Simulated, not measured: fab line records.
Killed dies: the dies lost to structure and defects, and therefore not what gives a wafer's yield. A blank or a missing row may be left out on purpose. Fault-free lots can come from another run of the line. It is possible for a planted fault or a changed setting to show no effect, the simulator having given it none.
Matching of chambers + flow nand-harc + 4 sister chambers for NHARC_P_ZERO_WELL_ETCH_65 on rie-diel-01
The step etches the open film in N2/H2, target depth 80 nm, overetch 24 nm, time 87.88 s. 4 wafers are shown with their chamber, then 8 later ones without.

== EACH WAFER AND ITS CHAMBER ==
| wafer  | chamber | drypump-motor-current-A (A) |
|--------|---------|-----------------------------|
| L081.2 | 1       | 5.2                         |
| L084.3 | 3       | 5.6                         |
| L084.5 | 0       | 6.3                         |
| L091.1 | 2       | 5.7                         |

== WAFERS WITH NO CHAMBER GIVEN ==
| wafer  | drypump-motor-current-A (A) |
|--------|-----------------------------|
| L091.3 | 6.3                         |
| L091.4 | 5.7                         |
| L094.1 | 6.3                         |
| L094.5 | 5.5                         |
| L094.6 | 6.3                         |
| L097.3 | 5.5                         |
| L097.4 | 5.7                         |
| L097.6 | 5.7                         |

== WHICH CHAMBER EACH ONE RAN IN ==
| wafer  | from the rows above | in truth |
|--------|---------------------|----------|
| L091.3 | 0                   | 0        |
| L091.4 | 2                   | 2        |
| L094.1 | 0                   | 0        |
| L094.5 | 3                   | 3        |
| L094.6 | 0                   | 0        |
| L097.3 | 3                   | 3        |
| L097.4 | 2                   | 2        |
| L097.6 | 2                   | 2        |
Correctly placed: 8 of 8. Left unplaced by these rows: 0. Placed wrongly: 0.
How it was worked out, from the rows above alone: a wafer's distance from a chamber is the root of the sum, over the readings, of the square of ((its reading less the chamber's mean) divided by the reading's scatter). If the next closest chamber is less than 2 further off than the closest, the wafer can't be placed; otherwise it belongs to the closest. For every chamber, the mean is computed from those of its wafers that are shown. The scatter: with one shown wafer a chamber, the root of the mean of the squares of how far each hidden wafer lies from its nearest shown one.
